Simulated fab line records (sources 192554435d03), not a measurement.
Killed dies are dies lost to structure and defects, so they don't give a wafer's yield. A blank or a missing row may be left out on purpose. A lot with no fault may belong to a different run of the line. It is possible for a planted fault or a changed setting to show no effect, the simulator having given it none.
Split-lot experiment + flow n5 finfet + 39 wafers read from 7 lots, route of 1938 steps

## THE SPLIT ITSELF
At N5_GATE_CUT_ETCH_56 (etches TiN in Cl2/Ar, target depth 21.6 nm), the setting bias w was moved away from the recipe's 60 W on 9 of the 39 wafers read, by -19.0% to +18.4%. The other wafers ran this setting at the recipe's value.

The split's own step is where the reading is taken.

## THE READING
etch.depth nm (the simulator's own value, which no gauge read), in nm, at N5_GATE_CUT_ETCH_56 (etches TiN in Cl2/Ar, target depth 21.6 nm). The file gives no usual value for it. Across the 30 wafers here that went through the recipe, the average is 21.68 nm and the standard deviation 0.36 nm.

| wafer  | tool, chamber at the split | bias w as run, W | against the recipe | etch.depth nm, nm | against lot-mates on the recipe |
|--------|----------------------------|------------------|--------------------|-------------------|---------------------------------|
| L075.1 | rie metal-01, 0            | 60               | recipe             | 21.66             | -                               |
| L075.2 | rie metal-01, 1            | 60               | recipe             | 21.4              | -                               |
| L075.3 | rie metal-01, 0            | 60               | recipe             | 21.45             | -                               |
| L075.4 | rie metal-01, 1            | 60               | recipe             | 21.41             | -                               |
| L075.5 | rie metal-01, 0            | 60               | recipe             | 21.51             | -                               |
| L075.6 | rie metal-01, 1            | 60               | recipe             | 21.29             | -                               |
| L079.1 | rie metal-03, 1            | 60               | recipe             | 20.87             | -                               |
| L079.2 | rie metal-03, 0            | 60               | recipe             | 21.79             | -                               |
| L079.3 | rie metal-03, 0            | 60               | recipe             | 21.66             | -                               |
| L079.4 | rie metal-03, 1            | 60               | recipe             | 21.06             | -                               |
| L079.5 | rie metal-03, 0            | 60               | recipe             | 21.91             | -                               |
| L079.6 | rie metal-03, 1            | 60               | recipe             | 21.12             | -                               |
| L080.1 | rie metal-02, 0            | 48.6             | -19.0%             | 20.54             | -1.66                           |
| L080.2 | rie metal-02, 0            | 60               | recipe             | 22.17             | -                               |
| L080.3 | rie metal-02, 0            | 60               | recipe             | 22.23             | -                               |
| L080.4 | rie metal-02, 0            | 48.6             | -19.0%             | 20.56             | -1.64                           |
| L080.5 | rie metal-02, 0            | 60               | recipe             | 22.2              | -                               |
| L080.6 | rie metal-02, 0            | 48.6             | -19.0%             | 20.59             | -1.61                           |
| L083.1 | rie metal-01, 1            | 60               | recipe             | 21.47             | -                               |
| L083.2 | rie metal-01, 0            | 60               | recipe             | 21.65             | -                               |
| L083.3 | rie metal-01, 1,0          | 60               | recipe             | 21.57             | -                               |
| L083.4 | rie metal-01, 1,0          | 60               | recipe             | 21.57             | -                               |
| L083.5 | rie metal-01, 0            | 60               | recipe             | 21.71             | -                               |
| L083.6 | rie metal-01, 1            | 60               | recipe             | 21.55             | -                               |
| L090.2 | rie metal-02, 0            | 60               | recipe             | 22.14             | -                               |
| L090.3 | rie metal-02, 1            | 60               | recipe             | 21.91             | -                               |
| L090.4 | rie metal-02, 0            | 60               | recipe             | 22.29             | -                               |
| L093.1 | rie metal-03, 0            | 60               | recipe             | 22.08             | -                               |
| L093.2 | rie metal-03, 1            | 60               | recipe             | 21.17             | -                               |
| L093.3 | rie metal-03, 1            | 65.08            | +8.5%              | 21.76             | +0.00                           |
| L093.4 | rie metal-03, 0            | 65.08            | +8.5%              | 22.69             | +0.93                           |
| L093.5 | rie metal-03, 0            | 60               | recipe             | 22.04             | -                               |
| L093.6 | rie metal-03, 1            | 65.08            | +8.5%              | 21.89             | +0.13                           |
| L096.1 | rie metal-02, 1            | 60               | recipe             | 21.75             | -                               |
| L096.2 | rie metal-02, 0            | 60               | recipe             | 21.87             | -                               |
| L096.3 | rie metal-02, 1            | 71.07            | +18.4%             | 23.17             | +1.35                           |
| L096.4 | rie metal-02, 0            | 71.07            | +18.4%             | 23.34             | +1.52                           |
| L096.5 | rie metal-02, 0            | 71.07            | +18.4%             | 23.13             | +1.31                           |
| L096.6 | rie metal-02, 1            | 60               | recipe             | 21.85             | -                               |
The file does not say which wafer passed through which chamber wherever a row lists several chambers: such a row stands for several wafers.

FIT RESULTS
A straight line over all 39 wafers: etch.depth nm changes by +0.0686 nm for each +1% of bias w; r = +0.83; the points scatter about the line by 0.36 nm.
The same after taking each lot's own level away (the mean of its wafers on the recipe; 39 wafers): +0.0776 nm for each +1%; r = +0.92; scatter 0.26 nm.
On that fit, the largest move of bias w shifts the reading by 1.5 nm.
From 21.402 to 22.200 nm: that is the span of the lots' own levels, equal to 2.2 times the standard deviation above.
So the slope is not independent of the lot-to-lot level: the two fits are not the same.
Check: for one of the wafers moved furthest among these (-19.0%), held out of the fit, the line's prediction against its lot-mates is -1.48 nm. It came out at -1.66 nm against them.

## OTHER SPLITS ON THESE WAFERS
Other splits were also applied to these wafers ahead of the reading. Each is held against what the fit with the lots' levels taken away leaves over:
| other split on the same wafers       | wafers away from the commonest value | r with etch.depth nm (lot level and that fit taken away) |
|--------------------------------------|--------------------------------------|----------------------------------------------------------|
| N5_ZERO_LAYER_PECVD_02 target thk a  | 9                                    | +0.01                                                    |
| N5_DUMMY_GATE_ETCH_31 target depth a | 18                                   | +0.04                                                    |
| N5_HKMG_FIN_ETCH_58 source w         | 12                                   | -0.26                                                    |

## THE FILE'S OWN FIT
etch.depth nm changes by +0.0772 nm for each +1% of bias w, r = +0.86.
